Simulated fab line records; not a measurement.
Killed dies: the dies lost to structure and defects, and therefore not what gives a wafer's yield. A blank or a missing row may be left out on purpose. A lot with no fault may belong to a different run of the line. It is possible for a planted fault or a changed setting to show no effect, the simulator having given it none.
Matching of chambers    flow nand harc    NHARC_A_M1_DEP_33 on pecvd-03 has 3 sister chambers
The step deposits SiCN, target thk 30 nm. 6 wafers are shown with their chamber, then 7 later ones without.

## WAFERS PAIRED WITH THEIR CHAMBERS
wafer   chamber  heater power w (W)
L082.5  1        471
L085.3  2        545
L085.4  0        745
L085.6  2        537
L087.1  1        531
L087.3  0        778

## WAFERS WITHOUT THEIR CHAMBER
wafer   heater power w (W)
L087.4  538
L090.1  524
L090.3  680
L090.4  520
L096.4  480
L096.5  787
L096.6  593

## THE CHAMBER EACH PASSED THROUGH
wafer   from the rows above      in truth
L087.4  can't be placed: 2 or 1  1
L090.1  can't be placed: 2 or 1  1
L090.3  0                        0
L090.4  can't be placed: 1 or 2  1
L096.4  can't be placed: 1 or 2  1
L096.5  0                        0
L096.6  can't be placed: 2 or 1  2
Correct placement for 2 of the 7. These rows do not allow placing 5 (true chamber among the candidates in 5). Number placed wrongly: 0.
How it was worked out, from the rows above alone: a wafer's distance from a chamber is the root of the sum, over the readings, of the square of ((its reading less the chamber's mean) divided by the reading's scatter). The wafer belongs to the nearest chamber; if the next one is less than 2 further off, it can't be placed. Each chamber's mean is taken over the wafers shown for it. The scatter is the square root of a quotient: the sum, over the shown wafers, of each reading's squared deviation from its chamber's mean, divided by wafers minus chambers.
